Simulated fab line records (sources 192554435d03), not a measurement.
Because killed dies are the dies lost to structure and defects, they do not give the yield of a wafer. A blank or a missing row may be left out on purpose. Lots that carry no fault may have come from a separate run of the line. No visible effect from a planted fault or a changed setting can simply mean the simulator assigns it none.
Split-lot trial / flow n5_finfet / route with 1938 steps; 7 lots, 21 wafers read

ABOUT THE SPLIT
At N5_BEOL_M10_COAT_59 (time 60 s, resist thk 100 nm), the setting spin_rpm was moved away from the recipe's 1500 rpm on 9 of the 21 wafers read, by -10.2% to +8.5%. For the rest of the wafers, this setting stayed at what the recipe calls for.

FROM THE SPLIT TO THE READING: what the file shows between them, 8 steps
- N5_BEOL_M10_COAT_60: time 60 s, resist thk 30 nm (also split here: spin_rpm)
- N5_BEOL_M10_COAT_05: resist thk 90 nm
- N5_BEOL_M10_EBR_07
- N5_BEOL_M10_DESCUM_16: chemistry O2, time 7.9 s
- N5_BEOL_M10_ETCH_61: etches SiARC in CF4, target depth 39 nm, time 65 s
- N5_BEOL_M10_ETCH_62: etches SOC in N2/H2, target depth 110 nm, overetch 22 nm, time 165 s
- N5_BEOL_M10_STRIP_68: strips in N2/H2
- N5_BEOL_M10_STRIP_67: strips in CF4

THE READING
SOC_of_BEOL_M10_COAT_59.thk_nm (the simulator's own value, which no gauge read), in nm, at N5_BEOL_M10_HM_OPEN_17 (chemistry Cl2/BCl3, target TiN, target depth 20 nm, overetch 6 nm). No usual value for it is given in the file. Across the 12 wafers here that went through the recipe, the average is 92.2 nm and the standard deviation 0.28 nm.

wafer=L075.3; tool, chamber at the split=litho_track-02, 0; spin_rpm as run, rpm=1500; against the recipe=recipe; SOC_of_BEOL_M10_COAT_59.thk_nm, nm=92; against lot-mates on the recipe=-
wafer=L075.4; tool, chamber at the split=litho_track-02, 0; spin_rpm as run, rpm=1500; against the recipe=recipe; SOC_of_BEOL_M10_COAT_59.thk_nm, nm=92.4; against lot-mates on the recipe=-
wafer=L075.5; tool, chamber at the split=litho_track-02, 0; spin_rpm as run, rpm=1347; against the recipe=-10.2%; SOC_of_BEOL_M10_COAT_59.thk_nm, nm=97.6; against lot-mates on the recipe=+5.4
wafer=L078.1; tool, chamber at the split=litho_track-02, 0; spin_rpm as run, rpm=1500; against the recipe=recipe; SOC_of_BEOL_M10_COAT_59.thk_nm, nm=92.2; against lot-mates on the recipe=-
wafer=L078.2; tool, chamber at the split=litho_track-02, 0; spin_rpm as run, rpm=1500; against the recipe=recipe; SOC_of_BEOL_M10_COAT_59.thk_nm, nm=91.6; against lot-mates on the recipe=-
wafer=L078.6; tool, chamber at the split=litho_track-02, 0; spin_rpm as run, rpm=1413; against the recipe=-5.8%; SOC_of_BEOL_M10_COAT_59.thk_nm, nm=95; against lot-mates on the recipe=+3.1
wafer=L079.4; tool, chamber at the split=litho_track-02, 0; spin_rpm as run, rpm=1500; against the recipe=recipe; SOC_of_BEOL_M10_COAT_59.thk_nm, nm=92; against lot-mates on the recipe=-
wafer=L079.5; tool, chamber at the split=litho_track-02, 0; spin_rpm as run, rpm=1500; against the recipe=recipe; SOC_of_BEOL_M10_COAT_59.thk_nm, nm=92; against lot-mates on the recipe=-
wafer=L079.6; tool, chamber at the split=litho_track-02, 0; spin_rpm as run, rpm=1500; against the recipe=recipe; SOC_of_BEOL_M10_COAT_59.thk_nm, nm=92; against lot-mates on the recipe=-
wafer=L090.3; tool, chamber at the split=litho_track-05, 0; spin_rpm as run, rpm=1500; against the recipe=recipe; SOC_of_BEOL_M10_COAT_59.thk_nm, nm=92.2; against lot-mates on the recipe=-
wafer=L090.5; tool, chamber at the split=litho_track-05, 0; spin_rpm as run, rpm=1500; against the recipe=recipe; SOC_of_BEOL_M10_COAT_59.thk_nm, nm=92.2; against lot-mates on the recipe=-
wafer=L090.6; tool, chamber at the split=litho_track-05, 0; spin_rpm as run, rpm=1415; against the recipe=-5.7%; SOC_of_BEOL_M10_COAT_59.thk_nm, nm=95; against lot-mates on the recipe=+2.8
wafer=L092.1; tool, chamber at the split=litho_track-04, 0; spin_rpm as run, rpm=1627; against the recipe=+8.5%; SOC_of_BEOL_M10_COAT_59.thk_nm, nm=89; against lot-mates on the recipe=no lot-mate on the recipe
wafer=L092.3; tool, chamber at the split=litho_track-04, 0; spin_rpm as run, rpm=1627; against the recipe=+8.5%; SOC_of_BEOL_M10_COAT_59.thk_nm, nm=88.6; against lot-mates on the recipe=no lot-mate on the recipe
wafer=L092.5; tool, chamber at the split=litho_track-04, 0; spin_rpm as run, rpm=1627; against the recipe=+8.5%; SOC_of_BEOL_M10_COAT_59.thk_nm, nm=88.6; against lot-mates on the recipe=no lot-mate on the recipe
wafer=L091.2; tool, chamber at the split=litho_track-05, 0; spin_rpm as run, rpm=1435; against the recipe=-4.3%; SOC_of_BEOL_M10_COAT_59.thk_nm, nm=94.6; against lot-mates on the recipe=+2.0
wafer=L091.4; tool, chamber at the split=litho_track-05, 0; spin_rpm as run, rpm=1500; against the recipe=recipe; SOC_of_BEOL_M10_COAT_59.thk_nm, nm=92.8; against lot-mates on the recipe=-
wafer=L091.6; tool, chamber at the split=litho_track-05, 0; spin_rpm as run, rpm=1500; against the recipe=recipe; SOC_of_BEOL_M10_COAT_59.thk_nm, nm=92.4; against lot-mates on the recipe=-
wafer=L094.2; tool, chamber at the split=litho_track-02, 0; spin_rpm as run, rpm=1500; against the recipe=recipe; SOC_of_BEOL_M10_COAT_59.thk_nm, nm=92.2; against lot-mates on the recipe=-
wafer=L094.3; tool, chamber at the split=litho_track-02, 0; spin_rpm as run, rpm=1381; against the recipe=-7.9%; SOC_of_BEOL_M10_COAT_59.thk_nm, nm=96; against lot-mates on the recipe=+3.8
wafer=L094.5; tool, chamber at the split=litho_track-02, 0; spin_rpm as run, rpm=1381; against the recipe=-7.9%; SOC_of_BEOL_M10_COAT_59.thk_nm, nm=96.4; against lot-mates on the recipe=+4.2

THE FIT
A straight line over all 21 wafers: SOC_of_BEOL_M10_COAT_59.thk_nm changes by -0.466 nm for each +1% of spin_rpm; r = -0.99; the points scatter about the line by 0.34 nm.
The same after taking each lot's own level away (the mean of its wafers on the recipe; 18 wafers): -0.514 nm for each +1%; r = -1.00; scatter 0.18 nm.
On that fit, the largest move of spin_rpm shifts the reading by 5.2 nm.
From 91.90 to 92.60 nm: that is the span of the lots' own levels, equal to 2.5 times the standard deviation above.
The two slopes agree, so the slope changes little with the lot-to-lot level.
Check: with one of the wafers moved furthest among these (-10.2%) left out of the fit, the line predicts +5.14 nm for it against its lot-mates. It came out at +5.4 nm against them.

FURTHER SPLITS ON THESE WAFERS
Before the reading, these wafers also passed through other splits. Each is held against what the fit with the lots' levels taken away leaves over:
other split on the same wafers=N5_BEOL_M7_DESCUM_33 time_s; wafers away from the commonest value=7; r with SOC_of_BEOL_M10_COAT_59.thk_nm (lot level and that fit taken away)=-0.13
other split on the same wafers=N5_BEOL_M7_TRENCH_ETCH_37 bias_w; wafers away from the commonest value=5; r with SOC_of_BEOL_M10_COAT_59.thk_nm (lot level and that fit taken away)=-0.20
other split on the same wafers=N5_BEOL_M8_ETCH_66 source_w; wafers away from the commonest value=10; r with SOC_of_BEOL_M10_COAT_59.thk_nm (lot level and that fit taken away)=+0.06
other split on the same wafers=N5_BEOL_M8_TRENCH_ETCH_37 time_s; wafers away from the commonest value=11; r with SOC_of_BEOL_M10_COAT_59.thk_nm (lot level and that fit taken away)=+0.38
other split on the same wafers=N5_BEOL_M8_ALD_77 ald_cycles; wafers away from the commonest value=9; r with SOC_of_BEOL_M10_COAT_59.thk_nm (lot level and that fit taken away)=+0.35
other split on the same wafers=N5_BEOL_M10_COAT_60 spin_rpm; wafers away from the commonest value=6; r with SOC_of_BEOL_M10_COAT_59.thk_nm (lot level and that fit taken away)=+0.05

THE WHOLE CHAIN: every reading that the file lists as answering this split, in the file's order
step=N5_BEOL_M10_COAT_59; what it does=time 60 s, resist thk 100 nm; reading=SOC_of_BEOL_M10_COAT_59.thk_nm (the simulator's own value, which no gauge read); change (the file's fit)=-0.517 nm for each +1% of the setting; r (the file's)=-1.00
step=N5_BEOL_M10_ETCH_62; what it does=etches SOC in N2/H2, target depth 110 nm, overetch 22 nm, time 165 s; reading=etch.depth_nm (the simulator's own value, which no gauge read); change (the file's fit)=-0.523 nm for each +1% of the setting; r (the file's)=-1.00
step=N5_BEOL_M10_HM_OPEN_17; what it does=chemistry Cl2/BCl3, target TiN, target depth 20 nm, overetch 6 nm; reading=SOC_of_BEOL_M10_COAT_59.thk_nm (the simulator's own value, which no gauge read); change (the file's fit)=-0.514 nm for each +1% of the setting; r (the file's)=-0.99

THE FILE'S OWN FIT
SOC_of_BEOL_M10_COAT_59.thk_nm changes by -0.514 nm for each +1% of spin_rpm, r = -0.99.
